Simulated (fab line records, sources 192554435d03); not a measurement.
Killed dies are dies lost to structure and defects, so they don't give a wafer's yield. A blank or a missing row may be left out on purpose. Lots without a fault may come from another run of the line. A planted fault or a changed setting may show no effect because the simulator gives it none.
A struck lot beside a sound one | flow n5_finfet | 16 steps out of a route of 1938
Sound: wafers L309.3, L309.4, L309.6. Struck: wafers L311.1, L311.2, L311.4. The cause comes at the end.
At each step with rows: each side's tool, then ch and its chambers, then its first start. Under that, the readings that differ: sound wafers | struck wafers | difference of the means | sigmas: that difference in standard deviations of wafers without a fault.
alike: readings whose means differ by less than 2 such deviations, and words and numbers that are the same on both sides. not compared: withheld readings, readings that some wafer has no value for, bounds like >300 that may hide the same value, and numbers for which the record gives no deviation and whose values overlap.
The two part at a step that has a row with sigmas, a row that says differs or no value, or rows on one side only. Numbers that don't overlap but have no deviation are shown without sigmas and don't part them. A reading that every wafer of one side lacks parts them only if that side has two wafers or more.

first, 4 steps without rows for these wafers: N5_BEOL_M4_SOFTBAKE_23 (time 60 s); N5_BEOL_M4_EXPOSE_25 (exposes mask V3, defocus 5 nm); N5_BEOL_M4_PEB_26 (peb time 60 s); N5_BEOL_M4_DEVELOP_27 (develop time 30 s).
N5_BEOL_M4_CD_MEAS_28: target cd 26.2 nm, target cd y 24.1 nm.
  sound on cd_sem-01 ch 0, day 7 23:44; struck on cd_sem-03 ch 0, day 8 12:22
  alike: cd_nm
N5_BEOL_M4_OVL_MEAS_29:
  sound on overlay-02 ch 0, day 7 23:47; struck on overlay-02 ch 0, day 8 12:23
  alike: V3_OVL
N5_BEOL_M4_INSPECT_30: inspects for defects (brightfield).
  sound on defect_inspect-02, day 7 23:50; struck on defect_inspect-01, day 8 12:27
  alike: raw_defect_count
N5_BEOL_M4_DESCUM_33: chemistry O2, time 7 s.
  sound on rie_diel-04 ch 0,2,3, day 7 23:52; struck on rie_diel-03 ch 0,1,2, day 8 12:29
  alike: drypump_motor_current_A, oes_product_au, rf_vpp_V, showerhead_plenum_p_Torr, throttle_valve_pct
  not compared: rf_hours_counter_h
N5_BEOL_M4_ETCH_77: etches underlayer in N2/H2, target depth 6.5 nm, time 5.2 s.
  sound on rie_diel-04 ch 0,2,3, day 7 23:54; struck on rie_diel-03 ch 0,1,2, day 8 12:31
  alike: drypump_motor_current_A, etch_rf_on_time_s, h2_flow_sccm, oes_product_au, rf_vpp_V, showerhead_plenum_p_Torr, throttle_valve_pct
  not compared: rf_hours_counter_h
N5_BEOL_M4_ETCH_69: etches SiARC in CF4, target depth 15.6 nm, time 26 s.
  sound on rie_diel-04 ch 0,2,3, day 7 23:55; struck on rie_diel-03 ch 0,1,2, day 8 12:32
  alike: drypump_motor_current_A, etch_rf_on_time_s, oes_product_au, rf_vpp_V, showerhead_plenum_p_Torr, throttle_valve_pct
  not compared: rf_hours_counter_h
N5_BEOL_M4_ALD_98: deposits SiO2, target thk 2.5 nm, pulse time 1 s, co reactant pulse time 1 s.
  sound on ald_sin-02 ch 1,2, day 8 00:00; struck on ald_sin-04 ch 0,1,2, day 8 12:58
  alike: heater_power_w, precursor_pulse_height_rel
N5_BEOL_M4_ETCHBACK_99: etches SiO2 in CHF3, target depth 5 nm, time 10.4 s.
  sound on rie_diel-04 ch 2,3, day 8 02:24; struck on rie_diel-04 ch 0,1,3, day 8 18:11
  alike: drypump_motor_current_A, oes_product_au, rf_vpp_V, showerhead_plenum_p_Torr, throttle_valve_pct
  not compared: rf_hours_counter_h
N5_BEOL_M4_ETCH_70: etches SOC in N2/H2, target depth 80 nm, overetch 24 nm, time 130 s.
  sound on rie_diel-04 ch 2,3, day 8 02:26; struck on rie_diel-04 ch 0,1,3, day 8 18:14
  reading                                    | sound       | struck    | difference | sigmas
  model.SiARC_of_BEOL_M4_COAT_68.thk_nm (nm) | 5.6 5.8 5.8 | 2.4 3 2.8 | -3.0       |
  alike: drypump_motor_current_A, h2_flow_sccm, oes_product_au, rf_vpp_V, showerhead_plenum_p_Torr, throttle_valve_pct
  not compared: rf_hours_counter_h
then, 1 step without rows for these wafers: N5_BEOL_M4_STRIP_71 (strips in N2/H2).
N5_BEOL_M4_RC_MEAS_101:
  sound on prober-01 ch 0, day 8 07:28; struck on prober-02 ch 0, day 8 23:02
  alike: DIBL_N, DIBL_P, IOFF_N, IOFF_P, ION_N, ION_P, SS_N, SS_P, VT_N, VT_P
then, 1 step without rows for these wafers: N5_PASSIVATION_PROBE_49.

WHERE THEY PART
Nowhere in this record.

WHY: what the simulator had put in
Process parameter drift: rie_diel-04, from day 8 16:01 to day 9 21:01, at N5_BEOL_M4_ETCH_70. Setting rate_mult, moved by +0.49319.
